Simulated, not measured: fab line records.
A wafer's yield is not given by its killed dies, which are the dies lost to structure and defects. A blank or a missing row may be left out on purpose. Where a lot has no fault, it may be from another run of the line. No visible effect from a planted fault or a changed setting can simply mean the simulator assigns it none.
fab line records ; flow n5-finfet ; part 1 of 2: steps 1 to 23 of 32
record lots=5; wafers=15; last-day=18
route steps=1938 shown BEOL_M14@1740
lots untouched by any fault: they come from a run of this same line in which no faults occurred
start-h: the number of hours between the record's first day and the start of the first shown wafer of the lot ; wait-h: hours from the lot's prior step to this one ; " identical to the entry in the row above ; L1.1+2: several wafers, shown together as one row ; - no value, or no start was given ; * or withheld: withheld ; < > ~ a bound
route shown NAME@n: a module of which the file shows steps, and the number in the route of the first ; usual: the fault-free wafers' mean and standard deviation ; same: alike in all rows ; chamber/n: place in a boat ; sites: the reading at each site ; _std_site: their standard deviation ; _edge_site: outer sites' mean less inner sites' ; radius-mm: for every site, how far away it sits from the centre of the wafer ; mask NAME#n: copy n ; behind: the tool/chamber that last shaped the wafer ; hold: why the lot went on hold/how many hours it stayed there/how the hold came to an end ; device: names the non-switching transistor (n, p or np) ; end of line: the tests these same wafers got at the end of their route ; a step with no rows: only its recipe ; killed: at the first sort, the dies lost to defects and structure; wafer yield is something else ; map: dies across one wafer; x = killed, . = not, _ = none there
set.NAME: the setting that was run; set.NAME@STEP: the one run at that earlier step ; model.NAME: the simulator's own value behind a step, which no gauge read
lots at some steps of the route; a table a step, a row a wafer
services: when a tool's chamber went out of use (start-h, in hours from the record's first day, below 0 if earlier), for how many hours, and the reason
## steps
# step N5_BEOL_M14_EBR_24
# recipe solvent=PGMEA; ebr-width-mm=1.5
lot.wafer;tool;chamber;start-h;wait-h
L082.1+3+6;litho-track-02;0;-;-
L091.3+5+6;litho-track-01;0;-;-
L090.1+2+3;litho-track-01;0;-;-
L094.4+5+6;litho-track-01;0;-;-
L095.2+4+6;litho-track-02;0;-;-
# step N5_BEOL_M14_SOFTBAKE_23
# recipe temp-c=130; time-s=60
lot.wafer;tool;chamber;start-h;wait-h
L082.1+3+6;litho-track-02;0;-;-
L091.3+5+6;litho-track-01;0;-;-
L090.1+2+3;litho-track-01;0;-;-
L094.4+5+6;litho-track-01;0;-;-
L095.2+4+6;litho-track-02;0;-;-
# step N5_BEOL_M14_EXPOSE_25
# recipe mask-id=M14; na=0.8; source-shape=annular; sigma-inner=0.5; sigma-outer=0.8; polarization=unpolarized; target-cd-nm=280; dose-mj=26.6
# usual exposure-dose-mJ-cm2=26.588/0.026
lot.wafer;tool;chamber;start-h;wait-h;mask;exposure-dose-mJ-cm2
L082.1;krf-scanner-01;0;325.94;-;M14#0;26.633
L082.3;krf-scanner-01;0;325.94;-;M14#0;26.610
L082.6;krf-scanner-01;0;325.94;-;M14#0;26.605
L091.3;krf-scanner-01;0;383.02;-;M14#0;26.613
L091.5;krf-scanner-01;0;383.02;-;M14#0;26.642
L091.6;krf-scanner-01;0;383.02;-;M14#0;26.564
L090.1;krf-scanner-01;0;395.25;-;M14#0;26.619
L090.2;krf-scanner-01;0;395.25;-;M14#0;26.588
L090.3;krf-scanner-01;0;395.25;-;M14#0;26.599
L094.4;krf-scanner-02;0;402.18;-;M14#0;26.594
L094.5;krf-scanner-02;0;402.18;-;M14#0;26.595
L094.6;krf-scanner-02;0;402.18;-;M14#0;26.615
L095.2;krf-scanner-01;0;402.97;-;M14#0;26.632
L095.4;krf-scanner-01;0;402.97;-;M14#0;26.631
L095.6;krf-scanner-01;0;402.97;-;M14#0;26.601
# step N5_BEOL_M14_PEB_26
# recipe peb-temp-c=130; peb-time-s=90
# same peb-time-s=90
lot.wafer;tool;chamber;start-h;wait-h
L082.1+3+6;litho-track-01;0;325.99;0.1
L091.3+5+6;litho-track-02;0;383.06;0.0
L090.1+2+3;litho-track-05;0;395.30;0.1
L094.4+5+6;litho-track-01;0;402.22;0.0
L095.2+4+6;litho-track-02;0;403.02;0.0
# step N5_BEOL_M14_DEVELOP_27
# recipe develop-time-s=45; rinse-liquid=diw; dry=air-spin; dev-temp-c=21
lot.wafer;tool;chamber;start-h;wait-h
L082.1+3+6;litho-track-01;0;-;-
L091.3+5+6;litho-track-02;0;-;-
L090.1+2+3;litho-track-05;0;-;-
L094.4+5+6;litho-track-01;0;-;-
L095.2+4+6;litho-track-02;0;-;-
# step N5_BEOL_M14_HARDBAKE_32
# recipe temp-c=130; time-s=120
lot.wafer;tool;chamber;start-h;wait-h
L082.1+3+6;litho-track-01;0;-;-
L091.3+5+6;litho-track-02;0;-;-
L090.1+2+3;litho-track-05;0;-;-
L094.4+5+6;litho-track-01;0;-;-
L095.2+4+6;litho-track-02;0;-;-
# step N5_BEOL_M14_CD_MEAS_28
# recipe target-cd-nm=284.4; landing-energy-ev=500; detector=se-inlens
# usual cd-nm=284.3/1.5
lot.wafer;tool;chamber;start-h;wait-h;cd-nm
L082.1;cd-sem-02;0;326.11;-;286.7
L082.3;cd-sem-02;0;326.11;-;284.6
L082.6;cd-sem-02;0;326.11;-;284.3
L091.3;cd-sem-02;0;383.18;-;284.3
L091.5;cd-sem-02;0;383.18;-;284.5
L091.6;cd-sem-02;0;383.18;-;282.0
L090.1;cd-sem-02;0;395.42;-;282.5
L090.2;cd-sem-02;0;395.42;-;283.9
L090.3;cd-sem-02;0;395.42;-;286.8
L094.4;cd-sem-01;0;402.34;-;283.3
L094.5;cd-sem-01;0;402.34;-;282.4
L094.6;cd-sem-01;0;402.34;-;286.1
L095.2;cd-sem-02;0;403.14;-;282.3
L095.4;cd-sem-02;0;403.14;-;284.4
L095.6;cd-sem-02;0;403.14;-;282.9
# step N5_BEOL_M14_OVL_MEAS_29
# recipe points-per-wafer=44
# usual M14_OVL=-2/5.2
lot.wafer;tool;chamber;start-h;wait-h;M14_OVL[nm]
L082.1;overlay-02;0;326.14;0.0;-6
L082.3;overlay-02;0;326.14;0.0;-1
L082.6;overlay-02;0;326.14;0.0;-7
L091.3;overlay-01;0;383.21;0.0;-9
L091.5;overlay-01;0;383.21;0.0;-7
L091.6;overlay-01;0;383.21;0.0;-9
L090.1;overlay-01;0;395.45;0.0;-4
L090.2;overlay-01;0;395.45;0.0;5
L090.3;overlay-01;0;395.45;0.0;-2
L094.4;overlay-02;0;402.36;0.0;9
L094.5;overlay-02;0;402.36;0.0;2
L094.6;overlay-02;0;402.36;0.0;3
L095.2;overlay-01;0;403.17;0.0;-12
L095.4;overlay-01;0;403.17;0.0;-7
L095.6;overlay-01;0;403.17;0.0;-8
# step N5_BEOL_M14_INSPECT_30
# recipe mode=adi; inspect-instrument=macro
# usual raw-defect-count=2.2/1.4
lot.wafer;tool;chamber;start-h;wait-h;raw-defect-count
L082.1;defect-inspect-01;-;326.16;0.0;1
L082.3;defect-inspect-01;-;326.16;0.0;3
L082.6;defect-inspect-01;-;326.16;0.0;5
L091.3;defect-inspect-02;-;383.23;0.0;1
L091.5;defect-inspect-02;-;383.23;0.0;4
L091.6;defect-inspect-02;-;383.23;0.0;2
L090.1;defect-inspect-02;-;395.47;0.0;5
L090.2;defect-inspect-02;-;395.47;0.0;2
L090.3;defect-inspect-02;-;395.47;0.0;2
L094.4;defect-inspect-02;-;402.39;0.0;1
L094.5;defect-inspect-02;-;402.39;0.0;3
L094.6;defect-inspect-02;-;402.39;0.0;0
L095.2;defect-inspect-01;-;403.20;0.0;2
L095.4;defect-inspect-01;-;403.20;0.0;2
L095.6;defect-inspect-01;-;403.20;0.0;3
# step N5_BEOL_M14_DESCUM_33
# recipe chemistry=O2; time-s=7.9; source-power-w=50; bias-power-w=20; pressure-mtorr=20; rf-frequency-hz=2.712e+07; temp-c=40; o2-flow-sccm=225
# usual bias-power-w=20.00/0.061; drypump-motor-current-A=5.5/0.35; oes-product-au=0.80/0.055; rf-vpp-V=243.4/1.4; showerhead-plenum-p-Torr=2.11/0.08; throttle-valve-pct=20.40/0.15
lot.wafer;tool;chamber;start-h;wait-h;bias-power-w;drypump-motor-current-A;oes-product-au;rf-hours-counter-h;rf-vpp-V;showerhead-plenum-p-Torr;throttle-valve-pct
L082.1;rie-diel-01;3;326.32;0.2;20.06;5.0;0.82;83;242.4;2.12;20.30
L082.3;rie-diel-01;2;326.32;0.2;20.07;5.9;0.89;32;246.0;2.21;20.36
L082.6;rie-diel-01;1;326.32;0.2;19.97;5.2;0.84;-;243.8;2.13;20.28
L091.3;rie-diel-03;0;383.27;0.0;19.99;5.3;0.71;200;241.4;2.01;20.66
L091.5;rie-diel-03;0;383.27;0.0;20.04;5.3;0.70;-;241.2;2.01;20.67
L091.6;rie-diel-03;1;383.27;0.0;20.12;5.3;0.80;-;245.4;2.22;20.32
L090.1;rie-diel-03;3;395.81;0.3;20.08;5.5;0.74;158;246.0;2.17;20.31
L090.2;rie-diel-03;0;395.81;0.3;20.04;5.4;0.70;204;242.2;2.01;20.67
L090.3;rie-diel-03;2;395.81;0.3;20.01;5.6;0.69;193;240.3;1.99;20.60
L094.4;rie-diel-01;0;402.56;0.2;19.97;5.5;0.79;96;241.6;2.02;20.42
L094.5;rie-diel-01;2;402.56;0.2;20.06;5.9;0.86;-;245.1;2.20;20.41
L094.6;rie-diel-01;3;402.56;0.2;20.01;5.0;0.81;-;244.5;2.11;20.32
L095.2;rie-diel-04;0;403.29;0.1;20.02;5.1;0.82;59;242.2;2.05;20.61
L095.4;rie-diel-04;3;403.29;0.1;19.92;5.9;0.82;82;243.6;2.20;20.50
L095.6;rie-diel-04;0;403.29;0.1;20.05;5.1;0.82;-;241.1;2.05;20.60
# step N5_BEOL_M14_ETCH_67
# recipe chemistry=CF4; target=SiARC; target-depth-a=1430; time-s=238.3; ion-energy-ev=80; pressure-mtorr=40; source-w=545; bias-w=36; Ar_flow_sccm=100; cf4-flow-sccm=100; ends=cleared
# usual drypump-motor-current-A=5.5/0.36; etch-rf-on-time-s=237/6.1; oes-product-au=0.69/0.049; rf-vpp-V=184.3/1.4; showerhead-plenum-p-Torr=2.16/0.078; throttle-valve-pct=15.56/0.15
lot.wafer;tool;chamber;start-h;wait-h;drypump-motor-current-A;etch-rf-on-time-s;oes-product-au;rf-hours-counter-h;rf-vpp-V;showerhead-plenum-p-Torr;throttle-valve-pct
L082.1;rie-diel-01;3;326.35;0.0;5.0;233;0.71;83;183.8;2.16;15.47
L082.3;rie-diel-01;2;326.35;0.0;5.9;231;0.77;33;184.3;2.27;15.50
L082.6;rie-diel-01;1;326.35;0.0;5.2;234;0.72;-;184.9;2.18;15.46
L091.3;rie-diel-03;0;383.30;0.0;5.3;244;0.60;200;182.6;2.04;15.74
L091.5;rie-diel-03;0;383.30;0.0;5.3;245;0.61;-;181.5;2.04;15.76
L091.6;rie-diel-03;1;383.30;0.0;5.3;227;0.70;-;186.2;2.24;15.32
L090.1;rie-diel-03;3;395.85;0.0;5.5;245;0.62;158;185.6;2.23;15.59
L090.2;rie-diel-03;0;395.85;0.0;5.3;249;0.60;204;182.0;2.04;15.77
L090.3;rie-diel-03;2;395.85;0.0;5.6;235;0.61;193;182.1;2.03;15.80
L094.4;rie-diel-01;0;402.59;0.0;5.5;241;0.66;96;183.4;2.08;15.63
L094.5;rie-diel-01;2;402.59;0.0;5.9;236;0.74;-;185.7;2.26;15.57
L094.6;rie-diel-01;3;402.59;0.0;5.0;238;0.69;-;184.7;2.16;15.52
L095.2;rie-diel-04;0;403.32;0.0;5.1;235;0.70;59;182.3;2.09;15.60
L095.4;rie-diel-04;3;403.32;0.0;5.8;233;0.70;82;185.2;2.25;15.67
L095.6;rie-diel-04;0;403.32;0.0;5.1;235;0.70;-;183.5;2.09;15.60
# step N5_BEOL_M14_ETCH_68
# recipe chemistry=N2/H2; target=SOC; mask-material=SiARC; source-w=3000; bias-w=350; temp-c=40; time-s=450; ion-energy-ev=200; pressure-mtorr=30; n2-flow-sccm=200; h2-flow-sccm=200
# usual drypump-motor-current-A=5.5/0.35; oes-product-au=0.80/0.055; rf-vpp-V=524.4/2.9; showerhead-plenum-p-Torr=2.56/0.097; throttle-valve-pct=17.69/0.19
lot.wafer;tool;chamber;start-h;wait-h;drypump-motor-current-A;oes-product-au;rf-hours-counter-h;rf-vpp-V;showerhead-plenum-p-Torr;throttle-valve-pct
L082.1;rie-diel-01;3;326.50;0.1;5.0;0.83;83;524.4;2.55;17.51
L082.3;rie-diel-01;2;326.50;0.1;6.0;0.89;33;528.7;2.69;17.75
L082.6;rie-diel-01;1;326.50;0.1;5.2;0.84;-;524.2;2.60;17.62
L091.3;rie-diel-03;0;383.45;0.1;5.3;0.70;200;519.4;2.43;17.85
L091.5;rie-diel-03;0;383.45;0.1;5.4;0.72;-;521.1;2.43;17.84
L091.6;rie-diel-03;1;383.45;0.1;5.3;0.81;-;527.3;2.65;17.42
L090.1;rie-diel-03;3;395.99;0.1;5.5;0.73;158;526.8;2.65;17.70
L090.2;rie-diel-03;0;395.99;0.1;5.3;0.71;204;520.1;2.43;17.85
L090.3;rie-diel-03;2;395.99;0.1;5.6;0.70;193;520.5;2.43;18.04
L094.4;rie-diel-01;0;402.74;0.1;5.5;0.79;96;521.1;2.45;17.74
L094.5;rie-diel-01;2;402.74;0.1;6.0;0.86;-;527.8;2.68;17.76
L094.6;rie-diel-01;3;402.74;0.1;4.9;0.82;-;525.2;2.54;17.55
L095.2;rie-diel-04;0;403.47;0.1;5.1;0.82;59;521.7;2.46;17.59
L095.4;rie-diel-04;3;403.47;0.1;5.9;0.81;82;526.4;2.68;17.92
L095.6;rie-diel-04;0;403.47;0.1;5.1;0.81;-;520.9;2.46;17.60
# step N5_BEOL_M14_STRIP_69
# recipe chemistry=N2/H2; temp-c=40; n2-flow-sccm=200; h2-flow-sccm=200; rf-frequency-hz=6e+07
lot.wafer;tool;chamber;start-h;wait-h
L082.1+3+6;rie-diel-01;3,2,1;326.76;0.1
L091.3+5+6;rie-diel-03;0,0,1;383.71;0.1
L090.1+2+3;rie-diel-03;3,0,2;396.26;0.1
L094.4+5+6;rie-diel-01;0,2,3;403.00;0.1
L095.2+4+6;rie-diel-04;0,3,0;403.73;0.1
# step N5_BEOL_M14_TRENCH_ETCH_34
# recipe chemistry=C4F8/O2/Ar; target=SiO2; target-depth-a=5566.5; mask-material=SOC; he-inner-torr=15; he-outer-torr=30; time-s=126.9; ion-energy-ev=800; pressure-mtorr=20; source-w=1905; bias-w=2040; Ar_flow_sccm=400; C4F8_flow_sccm=16; O2_flow_sccm=12
# usual drypump-motor-current-A=5.5/0.35; he-inner-torr=15.00/0.032; oes-product-au=0.80/0.059; rf-vpp-V=2215/29; showerhead-plenum-p-Torr=3.47/0.12; throttle-valve-pct=30.90/0.2
lot.wafer;tool;chamber;start-h;wait-h;drypump-motor-current-A;he-inner-torr;oes-product-au;rf-hours-counter-h;rf-vpp-V;showerhead-plenum-p-Torr;throttle-valve-pct
L082.1;rie-diel-01;3;326.77;0.0;4.9;15.00;0.83;83;2202;3.47;30.68
L082.3;rie-diel-01;2;326.77;0.0;6.0;15.04;0.90;33;2186;3.64;31.07
L082.6;rie-diel-01;1;326.77;0.0;5.2;15.01;0.84;-;2217;3.49;30.77
L091.3;rie-diel-03;0;383.72;0.0;5.4;15.06;0.70;200;2278;3.28;30.89
L091.5;rie-diel-03;0;383.72;0.0;5.4;15.00;0.70;-;2278;3.28;30.89
L091.6;rie-diel-03;1;383.72;0.0;5.3;15.02;0.82;-;2220;3.61;30.79
L090.1;rie-diel-03;3;396.27;0.0;5.5;15.00;0.71;158;2182;3.56;30.62
L090.2;rie-diel-03;0;396.27;0.0;5.4;15.00;0.70;205;2278;3.28;30.88
L090.3;rie-diel-03;2;396.27;0.0;5.6;15.00;0.71;193;2186;3.29;31.13
L094.4;rie-diel-01;0;403.01;0.0;5.5;14.99;0.77;96;2241;3.35;31.05
L094.5;rie-diel-01;2;403.01;0.0;6.0;15.03;0.86;-;2187;3.62;31.09
L094.6;rie-diel-01;3;403.01;0.0;5.0;14.98;0.81;-;2201;3.46;30.69
L095.2;rie-diel-04;0;403.74;0.0;5.1;15.02;0.83;59;2214;3.37;31.09
L095.4;rie-diel-04;3;403.74;0.0;5.9;14.96;0.82;83;2181;3.59;30.99
L095.6;rie-diel-04;0;403.74;0.0;5.1;14.99;0.83;-;2215;3.37;31.08
# step N5_BEOL_M14_STRIP_70
# recipe chemistry=C4F8/O2/Ar; resist=SiARC; rf-frequency-hz=6e+07
lot.wafer;tool;chamber;start-h;wait-h
L082.1+3+6;rie-diel-01;3,2,1;326.89;0.1
L091.3+5+6;rie-diel-03;0,0,1;383.84;0.1
L090.1+2+3;rie-diel-03;3,0,2;396.38;0.1
L094.4+5+6;rie-diel-01;0,2,3;403.13;0.1
L095.2+4+6;rie-diel-04;0,3,0;403.86;0.1
# step N5_BEOL_M14_OCD_MEAS_35
# usual trench-depth-nm=560/15
lot.wafer;tool;chamber;start-h;wait-h;trench-depth-nm
L082.1;ocd-02;-;326.93;0.0;560
L082.3;ocd-02;-;326.93;0.0;568
L082.6;ocd-02;-;326.93;0.0;562
L091.3;ocd-02;-;383.89;0.0;536
L091.5;ocd-02;-;383.89;0.0;534
L091.6;ocd-02;-;383.89;0.0;574
L090.1;ocd-01;-;396.42;0.0;538
L090.2;ocd-01;-;396.42;0.0;533
L090.3;ocd-01;-;396.42;0.0;572
L094.4;ocd-02;-;403.17;0.0;549
L094.5;ocd-02;-;403.17;0.0;564
L094.6;ocd-02;-;403.17;0.0;568
L095.2;ocd-01;-;403.90;0.0;569
L095.4;ocd-01;-;403.90;0.0;566
L095.6;ocd-01;-;403.90;0.0;564
# step N5_BEOL_M14_STRIP_37
# recipe chemistry=O2; power-w=600; temp-c=60; pressure-mtorr=30; rf-frequency-hz=6e+07; bias-power-w=0; overash-fraction=0.3; o2-flow-sccm=225
# usual drypump-motor-current-A=5.5/0.4; oes-product-au=0.82/0.053; rf-vpp-V=3.6/1.1; showerhead-plenum-p-Torr=2.12/0.077; throttle-valve-pct=16.63/0.14
# same bias-power-w=0
lot.wafer;tool;chamber;start-h;wait-h;drypump-motor-current-A;oes-product-au;rf-hours-counter-h;rf-vpp-V;showerhead-plenum-p-Torr;throttle-valve-pct
L082.1;rie-diel-03;2;332.30;5.4;5.5;0.72;172;2.3;2.00;16.82
L082.3;rie-diel-03;3;332.30;5.4;5.5;0.73;136;3.2;2.19;16.57
L082.6;rie-diel-03;1;332.30;5.4;5.3;0.82;-;4.1;2.23;16.51
L091.3;rie-diel-04;3;390.45;6.6;5.9;0.82;77;4.1;2.20;16.70
L091.5;rie-diel-04;2;390.45;6.6;5.4;0.75;-;2.7;2.09;16.49
L091.6;rie-diel-04;3;390.45;6.6;5.9;0.83;-;2.9;2.20;16.72
L090.1;rie-diel-01;2;396.61;0.2;5.9;0.85;60;3.1;2.21;16.61
L090.2;rie-diel-01;1;396.61;0.2;5.2;0.82;79;3.0;2.12;16.57
L090.3;rie-diel-01;0;396.61;0.2;5.5;0.80;94;4.9;2.03;16.63
L094.4;rie-diel-03;0;410.01;6.8;5.3;0.71;210;4.9;2.01;16.94
L094.5;rie-diel-03;0;410.01;6.8;5.3;0.70;-;3.8;2.01;16.91
L094.6;rie-diel-03;3;410.01;6.8;5.5;0.75;-;3.1;2.18;16.63
L095.2;rie-diel-01;3;410.72;6.8;4.9;0.82;110;3.8;2.11;16.60
L095.4;rie-diel-01;0;410.72;6.8;5.5;0.79;99;2.5;2.03;16.66
L095.6;rie-diel-01;0;410.72;6.8;5.5;0.80;-;3.4;2.02;16.63
# step N5_BEOL_M14_ETCH_38
# recipe chemistry=CF4/N2; target=SiCN; target-depth-a=1065; taper-deg=2; time-s=120.6; ion-energy-ev=150; mask-material=SiO2; pressure-mtorr=40; source-w=430; bias-w=70; Ar_flow_sccm=100; cf4-flow-sccm=60; n2-flow-sccm=60
# usual drypump-motor-current-A=5.5/0.4; oes-product-au=0.81/0.057; rf-vpp-V=382.7/2.1; showerhead-plenum-p-Torr=2.23/0.078; throttle-valve-pct=15.39/0.14
lot.wafer;tool;chamber;start-h;wait-h;drypump-motor-current-A;oes-product-au;rf-hours-counter-h;rf-vpp-V;showerhead-plenum-p-Torr;throttle-valve-pct
L082.1;rie-diel-03;2;-;-;5.6;0.73;172;380.8;2.11;15.62
L082.3;rie-diel-03;3;-;-;5.5;0.73;136;383.7;2.30;15.39
L082.6;rie-diel-03;1;-;-;5.3;0.83;-;385.5;2.32;15.11
L091.3;rie-diel-04;3;-;-;5.8;0.83;77;385.8;2.32;15.49
L091.5;rie-diel-04;2;-;-;5.4;0.74;-;380.2;2.20;15.23
L091.6;rie-diel-04;3;-;-;5.9;0.82;-;385.6;2.32;15.49
L090.1;rie-diel-01;2;-;-;5.9;0.86;60;386.1;2.33;15.38
L090.2;rie-diel-01;1;-;-;5.3;0.81;79;382.4;2.24;15.35
L090.3;rie-diel-01;0;-;-;5.5;0.78;94;380.4;2.14;15.44
L094.4;rie-diel-03;0;-;-;5.4;0.70;210;379.5;2.11;15.62
L094.5;rie-diel-03;0;-;-;5.4;0.69;-;379.9;2.11;15.61
L094.6;rie-diel-03;3;-;-;5.5;0.71;-;383.4;2.29;15.42
L095.2;rie-diel-01;3;-;-;4.9;0.81;110;382.4;2.22;15.33
L095.4;rie-diel-01;0;-;-;5.4;0.78;99;379.8;2.14;15.44
L095.6;rie-diel-01;0;-;-;5.5;0.78;-;379.6;2.14;15.47
# step N5_BEOL_M14_PRECLEAN_39
# recipe chemistry=residue-remover; time-s=60; temp-c=40
lot.wafer;tool;chamber;start-h;wait-h
L082.1+3+6;wet-bench-06;1,0,6;332.49;-
L091.3+5+6;wet-bench-03;1,2,3;390.65;-
L090.1+2+3;wet-bench-06;0,6,1;396.80;-
L094.4+5+6;wet-bench-06;7,0,2;410.21;-
L095.2+4+6;wet-bench-02;6,3,0;410.92;-
# step N5_BEOL_M14_SRD_40
# recipe time-s=30; temp-c=23; rinse-liquid=diw; dry=n2-spin; spin-rpm=1500; dry-time-s=30
lot.wafer;tool;chamber;start-h;wait-h
L082.1+3+6;wet-bench-06;1,0,6;332.54;0.0
L091.3+5+6;wet-bench-03;1,2,3;390.67;0.0
L090.1+2+3;wet-bench-06;0,6,1;396.82;0.0
L094.4+5+6;wet-bench-06;7,0,2;410.23;0.0
L095.2+4+6;wet-bench-02;6,3,0;410.94;0.0
# step N5_BEOL_M14_DEGAS_41
# recipe ambient=vacuum; temp-c=300; time-s=60
# usual heater-power-w=461/40
lot.wafer;tool;chamber;start-h;wait-h;heater-power-w
L082.1;pvd-sputter-02;-;332.83;0.3;510
L082.3;pvd-sputter-02;-;332.83;0.3;426
L082.6;pvd-sputter-02;-;332.83;0.3;423
L091.3;pvd-sputter-02;-;391.27;0.6;429
L091.5;pvd-sputter-02;-;391.27;0.6;504
L091.6;pvd-sputter-02;-;391.27;0.6;439
L090.1;pvd-sputter-03;-;398.71;1.9;401
L090.2;pvd-sputter-03;-;398.71;1.9;500
L090.3;pvd-sputter-03;-;398.71;1.9;481
L094.4;pvd-sputter-01;-;410.44;0.2;437
L094.5;pvd-sputter-01;-;410.44;0.2;487
L094.6;pvd-sputter-01;-;410.44;0.2;391
L095.2;pvd-sputter-03;-;411.64;0.7;484
L095.4;pvd-sputter-03;-;411.64;0.7;486
L095.6;pvd-sputter-03;-;411.64;0.7;417
# step N5_BEOL_M14_PRE_CLEAN_42
# recipe gas=H2/He; time-s=30; temp-c=300
# usual heater-power-w=461/39
lot.wafer;tool;chamber;start-h;wait-h;heater-power-w
L082.1;pvd-sputter-02;-;332.87;0.0;516
L082.3;pvd-sputter-02;-;332.87;0.0;443
L082.6;pvd-sputter-02;-;332.87;0.0;442
L091.3;pvd-sputter-02;-;391.31;0.0;430
L091.5;pvd-sputter-02;-;391.31;0.0;507
L091.6;pvd-sputter-02;-;391.31;0.0;436
L090.1;pvd-sputter-03;-;398.75;0.0;414
L090.2;pvd-sputter-03;-;398.75;0.0;482
L090.3;pvd-sputter-03;-;398.75;0.0;478
L094.4;pvd-sputter-01;-;410.48;0.0;429
L094.5;pvd-sputter-01;-;410.48;0.0;476
L094.6;pvd-sputter-01;-;410.48;0.0;388
L095.2;pvd-sputter-03;-;411.68;0.0;481
L095.4;pvd-sputter-03;-;411.68;0.0;491
L095.6;pvd-sputter-03;-;411.68;0.0;411
# step N5_BEOL_M14_SPUTTER_43
# recipe material=TaN; target-thk-a=150; temp-c=50; bias-v=168.6; power-w=15000; chamber-pressure-pa=0.12; time-s=24.19
# usual throttle-valve-pct=30.0/1.1
lot.wafer;tool;chamber;start-h;wait-h;throttle-valve-pct
L082.1;pvd-sputter-02;-;332.91;0.0;28.3
L082.3;pvd-sputter-02;-;332.91;0.0;29.4
L082.6;pvd-sputter-02;-;332.91;0.0;29.3
L091.3;pvd-sputter-02;-;391.35;0.0;29.4
L091.5;pvd-sputter-02;-;391.35;0.0;31.8
L091.6;pvd-sputter-02;-;391.35;0.0;29.4
L090.1;pvd-sputter-03;-;398.79;0.0;29.1
L090.2;pvd-sputter-03;-;398.79;0.0;29.1
L090.3;pvd-sputter-03;-;398.79;0.0;30.3
L094.4;pvd-sputter-01;-;410.52;0.0;29.8
L094.5;pvd-sputter-01;-;410.52;0.0;31.1
L094.6;pvd-sputter-01;-;410.52;0.0;31.6
L095.2;pvd-sputter-03;-;411.72;0.0;29.0
L095.4;pvd-sputter-03;-;411.72;0.0;30.2
L095.6;pvd-sputter-03;-;411.72;0.0;29.1
